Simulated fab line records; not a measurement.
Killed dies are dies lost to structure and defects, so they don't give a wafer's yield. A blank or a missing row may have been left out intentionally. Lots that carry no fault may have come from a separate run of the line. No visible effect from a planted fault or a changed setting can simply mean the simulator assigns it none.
Chamber matching || flow n5-finfet || uv-cure-01 running N5_BEOL_M9_CURE_72: 3 sister chambers
The step cures SiCOH lowk, time 120 s. 22 wafers are shown with their chamber, then 11 later ones without.

EACH WAFER AND ITS CHAMBER
{"wafer": "L076.3", "chamber": 0, "wafer_temp_C_max": 371.5, "lamp-power-pct (%)": 52.43}
{"wafer": "L076.4", "chamber": 0, "wafer_temp_C_max": 372.3, "lamp-power-pct (%)": 52.43}
{"wafer": "L076.6", "chamber": 0, "wafer_temp_C_max": 371.4, "lamp-power-pct (%)": 52.37}
{"wafer": "L077.3", "chamber": 2, "wafer_temp_C_max": 372.2, "lamp-power-pct (%)": 52.20}
{"wafer": "L077.4", "chamber": 2, "wafer_temp_C_max": 371.6, "lamp-power-pct (%)": 52.28}
{"wafer": "L077.6", "chamber": 2, "wafer_temp_C_max": 373.0, "lamp-power-pct (%)": 52.30}
{"wafer": "L078.2", "chamber": 2, "wafer_temp_C_max": 372.6, "lamp-power-pct (%)": 52.27}
{"wafer": "L078.4", "chamber": 2, "wafer_temp_C_max": 372.9, "lamp-power-pct (%)": 52.42}
{"wafer": "L078.6", "chamber": 2, "wafer_temp_C_max": 372.4, "lamp-power-pct (%)": 52.19}
{"wafer": "L081.2", "chamber": 2, "wafer_temp_C_max": 372.2, "lamp-power-pct (%)": 52.31}
{"wafer": "L081.4", "chamber": 2, "wafer_temp_C_max": 372.8, "lamp-power-pct (%)": 52.31}
{"wafer": "L081.6", "chamber": 2, "wafer_temp_C_max": 371.9, "lamp-power-pct (%)": 52.31}
{"wafer": "L080.1", "chamber": 0, "wafer_temp_C_max": 371.6, "lamp-power-pct (%)": 52.20}
{"wafer": "L080.3", "chamber": 0, "wafer_temp_C_max": 372.4, "lamp-power-pct (%)": 52.25}
{"wafer": "L080.6", "chamber": 0, "wafer_temp_C_max": 372.0, "lamp-power-pct (%)": 52.42}
{"wafer": "L083.1", "chamber": 2, "wafer_temp_C_max": 372.9, "lamp-power-pct (%)": 52.32}
{"wafer": "L083.4", "chamber": 2, "wafer_temp_C_max": 371.8, "lamp-power-pct (%)": 52.37}
{"wafer": "L083.5", "chamber": 2, "wafer_temp_C_max": 373.5, "lamp-power-pct (%)": 52.32}
{"wafer": "L082.1", "chamber": 2, "wafer_temp_C_max": 373.0, "lamp-power-pct (%)": 52.29}
{"wafer": "L082.2", "chamber": 2, "wafer_temp_C_max": 372.6, "lamp-power-pct (%)": 52.34}
{"wafer": "L082.6", "chamber": 2, "wafer_temp_C_max": 373.0, "lamp-power-pct (%)": 52.40}
{"wafer": "L087.3", "chamber": 1, "wafer_temp_C_max": 371.5, "lamp-power-pct (%)": 52.26}

SIGNATURES (averages over the wafers above)
{"reading": "wafer_temp_C_max", "chamber 0": 371.867, "chamber 1": 371.500, "chamber 2": 372.560, "scatter within a chamber": 0.507}
{"reading": "lamp-power-pct", "chamber 0": 52.3500, "chamber 1": 52.2600, "chamber 2": 52.3087, "scatter within a chamber": 0.0743}
Rule: a wafer lies at a distance from a chamber equal to the root of the sum of squares, over the readings, of (its reading less the chamber's mean, divided by the reading's scatter). The wafer belongs to the nearest chamber; if the next one is less than 2 further off, it can't be placed. The scatter: take each reading less its chamber's mean, square it, sum over the shown wafers, divide by the number of wafers less the number of chambers, and take the root.

WAFERS WITHOUT THEIR CHAMBER
{"wafer": "L087.4", "wafer_temp_C_max": 371.9, "lamp-power-pct (%)": 52.32}
{"wafer": "L087.6", "wafer_temp_C_max": 371.6, "lamp-power-pct (%)": 52.36}
{"wafer": "L088.2", "wafer_temp_C_max": 372.3, "lamp-power-pct (%)": 52.27}
{"wafer": "L088.5", "wafer_temp_C_max": 372.0, "lamp-power-pct (%)": 52.26}
{"wafer": "L088.6", "wafer_temp_C_max": 372.2, "lamp-power-pct (%)": 52.37}
{"wafer": "L091.1", "wafer_temp_C_max": 371.3, "lamp-power-pct (%)": 52.36}
{"wafer": "L091.2", "wafer_temp_C_max": 371.3, "lamp-power-pct (%)": 52.27}
{"wafer": "L091.3", "wafer_temp_C_max": 371.3, "lamp-power-pct (%)": 52.30}
{"wafer": "L094.1", "wafer_temp_C_max": 371.2, "lamp-power-pct (%)": 52.34}
{"wafer": "L094.4", "wafer_temp_C_max": 371.3, "lamp-power-pct (%)": 52.29}
{"wafer": "L094.6", "wafer_temp_C_max": 371.1, "lamp-power-pct (%)": 52.26}

THE CHAMBER EACH PASSED THROUGH
{"wafer": "L087.4", "from the rows above": "can't be placed: 0 or 1 or 2", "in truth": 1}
{"wafer": "L087.6", "from the rows above": "can't be placed: 0 or 1 or 2", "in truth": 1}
{"wafer": "L088.2", "from the rows above": "can't be placed: 2 or 0 or 1", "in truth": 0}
{"wafer": "L088.5", "from the rows above": "can't be placed: 1 or 0 or 2", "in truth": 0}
{"wafer": "L088.6", "from the rows above": "can't be placed: 0 or 2 or 1", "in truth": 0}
{"wafer": "L091.1", "from the rows above": "can't be placed: 0 or 1 or 2", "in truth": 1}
{"wafer": "L091.2", "from the rows above": "can't be placed: 1 or 0", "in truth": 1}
{"wafer": "L091.3", "from the rows above": "can't be placed: 1 or 0 or 2", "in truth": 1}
{"wafer": "L094.1", "from the rows above": "can't be placed: 1 or 0 or 2", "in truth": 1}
{"wafer": "L094.4", "from the rows above": "can't be placed: 1 or 0 or 2", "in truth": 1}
{"wafer": "L094.6", "from the rows above": "can't be placed: 1 or 0", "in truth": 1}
Placed correctly: 0 of 11. Can't be placed from these rows: 11 (the true chamber is among the candidates in 11). Number placed wrongly: 0.
